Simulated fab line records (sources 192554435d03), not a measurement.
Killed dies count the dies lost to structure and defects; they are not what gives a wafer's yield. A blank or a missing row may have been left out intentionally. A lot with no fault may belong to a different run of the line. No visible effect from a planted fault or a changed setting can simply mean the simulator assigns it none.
Comparing a struck lot with a sound one | flow n5 finfet | 15 steps out of a route of 1938
Sound: these wafers, L609.3, L609.4, L609.5. Wafers L612.1, L612.5, L612.6 were the ones struck. The cause comes at the end.
Order at every step that has rows: each side's tool, ch and its chambers, its first start. Under that, the readings that differ: sound wafers | struck wafers | difference of the means | sigmas: that difference in standard deviations of wafers without a fault.
alike: a reading whose means differ by less than 2 such deviations, as well as words and numbers matching on both sides. not compared: withheld readings; readings where some wafer has no value; bounds like >300 that might hide an equal value; numbers whose values overlap and for which the record gives no deviation.
The two part at a step that has a row with sigmas, a row that says differs or no value, or rows on one side only. Numbers that have no deviation but don't overlap get no sigmas and don't part them. A reading that every wafer of one side lacks parts them only if that side has two wafers or more.

first, 8 steps without rows for these wafers: N5_WELL_APT_HMDS_18 (time 60 s); N5_WELL_APT_COAT_19 (resist thk 950 nm); N5_WELL_APT_EBR_21; N5_WELL_APT_SOFTBAKE_20 (time 60 s); N5_WELL_APT_EXPOSE_22 (exposes mask PWELL, defocus 0 nm, target cd 200 nm); N5_WELL_APT_PEB_23 (peb time 90 s); N5_WELL_APT_DEVELOP_24 (develop time 45 s); N5_WELL_APT_HARDBAKE_29 (time 120 s).
N5_WELL_APT_CD_MEAS_25 targets a cd of 200 nm.
  sound on cd sem-01 ch 0, day 3 02:48; struck on cd sem-03 ch 0, day 3 21:54
  alike: cd nm
N5_WELL_APT_OVL_MEAS_26:
  sound on overlay-01 ch 0, day 3 02:50; struck on overlay-02 ch 0, day 3 21:56
  alike: PWELL_OVL
N5_WELL_APT_INSPECT_27: inspects for defects (macro).
  sound on defect inspect-02 at day 3 02:52; struck on defect inspect-01 at day 3 21:57
  alike: raw defect count
N5_WELL_APT_DESCUM_30: chemistry O2, time 7.9 s.
  sound on rie diel-01 ch 1,3, day 3 02:53; struck on rie diel-01 ch 0,2,3, day 3 23:26
  alike: bias power w, drypump motor current A, oes product au, rf vpp V, showerhead plenum p Torr, throttle valve pct
  not compared: rf hours counter h
N5_WELL_APT_IMPLANT_31:
  sound on implanter-02 ch 0, day 3 03:03; struck on implanter-02 ch 0, day 3 23:32
  reading            | sound                           | struck                           | difference  | sigmas
  dose ions cm2      | 1.4995e+13 1.501e+13 1.5016e+13 | 1.7683e+13 1.7674e+13 1.7699e+13 | +2.6783e+12 | +99 or more
  faraday current uA | 192 185 192                     | 228 226 222                      | +36         | +10
  alike: beam on s
then, 2 steps without rows for these wafers: N5_WELL_APT_IMPLANT_32; N5_PASSIVATION_PROBE_49.

WHERE THEY PART
At N5_WELL_APT_IMPLANT_31 and nowhere else, as far as this record goes.

WHY: what had been put in by the simulator
Process parameter drift: implanter-02, from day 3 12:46 on, at N5_WELL_APT_IMPLANT_31. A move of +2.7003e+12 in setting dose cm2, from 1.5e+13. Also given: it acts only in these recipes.
